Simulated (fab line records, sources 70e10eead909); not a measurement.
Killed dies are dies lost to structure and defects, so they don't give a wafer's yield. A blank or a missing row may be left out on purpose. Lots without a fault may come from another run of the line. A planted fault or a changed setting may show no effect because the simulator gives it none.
Chamber matching | flow nand_harc | NHARC_P_CONTACT_CMP_24 on cmp-01: 4 sister chambers
The step polishes, t overpolish 30 s, target thk 200 nm. 4 wafers are shown with their chamber, then 8 later ones without.

WAFERS WITH THEIR CHAMBER
wafer  | chamber | motor_current_A (A)
L078.5 | 2       | 11.1
L089.1 | 1       | 10.1
L089.6 | 0       | 11.7
L091.1 | 3       | 10.3

WAFERS WITHOUT THEIR CHAMBER
wafer  | motor_current_A (A)
L091.3 | 11.9
L091.4 | 9.9
L096.1 | 11.3
L096.3 | 9.8
L096.6 | 10.2
L097.1 | 10.5
L097.4 | 11.1
L097.5 | 11.9

WHICH CHAMBER EACH WENT THROUGH
wafer  | from the rows above     | in truth
L091.3 | 0                       | 0
L091.4 | can't be placed: 1 or 3 | 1
L096.1 | can't be placed: 2 or 0 | 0
L096.3 | can't be placed: 1 or 3 | 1
L096.6 | can't be placed: 1 or 3 | 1
L097.1 | can't be placed: 3 or 1 | 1
L097.4 | 2                       | 2
L097.5 | 0                       | 0
Placed correctly: 3 of 8. Can't be placed from these rows: 5 (the true chamber is among the candidates in 5). Placed wrongly: 0.
How it was worked out, from the rows above alone: a wafer's distance from a chamber is the root of the sum, over the readings, of the square of ((its reading less the chamber's mean) divided by the reading's scatter). The wafer belongs to the nearest chamber; if the next one is less than 2 further off, it can't be placed. A chamber's mean is the mean of its shown wafers. The scatter: with one shown wafer a chamber, the root of the mean of the squares of how far each hidden wafer lies from its nearest shown one.
